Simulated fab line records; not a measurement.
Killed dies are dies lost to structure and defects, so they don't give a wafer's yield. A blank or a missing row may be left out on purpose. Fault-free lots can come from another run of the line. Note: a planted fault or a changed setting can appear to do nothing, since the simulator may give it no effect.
Which tool was responsible? | flow nand-harc | route of 1302 steps, sampled at 1 step: 6 lots, 18 wafers

## WHAT THE GAUGES SHOWED, per wafer
NHARC_A_ONON_D1_THK_MEAS_21: measures by ellipsometry.
lot  | measured     | on            | thk-nm (nm)
L688 | day 8 19:41  | film-metro-01 | 998 997 995
L692 | day 10 03:55 | film-metro-01 | 1008 1009 1009
L700 | day 13 03:52 | film-metro-02 | 1001 1001 1002
L706 | day 16 13:08 | film-metro-02 | 1011 1012 1011
L707 | day 16 20:56 | film-metro-01 | 1008 1007 1004
L710 | day 17 12:40 | film-metro-01 | 1001 1003 1001

## WHICH TOOL RAN EACH LOT (tool, then ch and the chambers of the sampled wafers, then the start)
Before these readings, the record contains no process step.

## THE ANSWER, worked out from the rows above alone
Rule: what is usual is taken from the lots themselves. Put in order of their means at a reading, lots are off if they are a third of the lots or fewer, leave a main group of 4 or more, and stand apart from it by a gap of 3 or more times the standard deviation of the main group's means; of several such gaps the widest counts. Not used: any main group whose means are identical at the precision the tables above print for the reading. A lot without any number at a reading at which 4 lots or more have one is off too. The other lots that the step has rows for count as sound.
Across all readings shown, no lot is off: no conclusion can be drawn from this.

## WHAT THE SIMULATOR HAD PUT IN
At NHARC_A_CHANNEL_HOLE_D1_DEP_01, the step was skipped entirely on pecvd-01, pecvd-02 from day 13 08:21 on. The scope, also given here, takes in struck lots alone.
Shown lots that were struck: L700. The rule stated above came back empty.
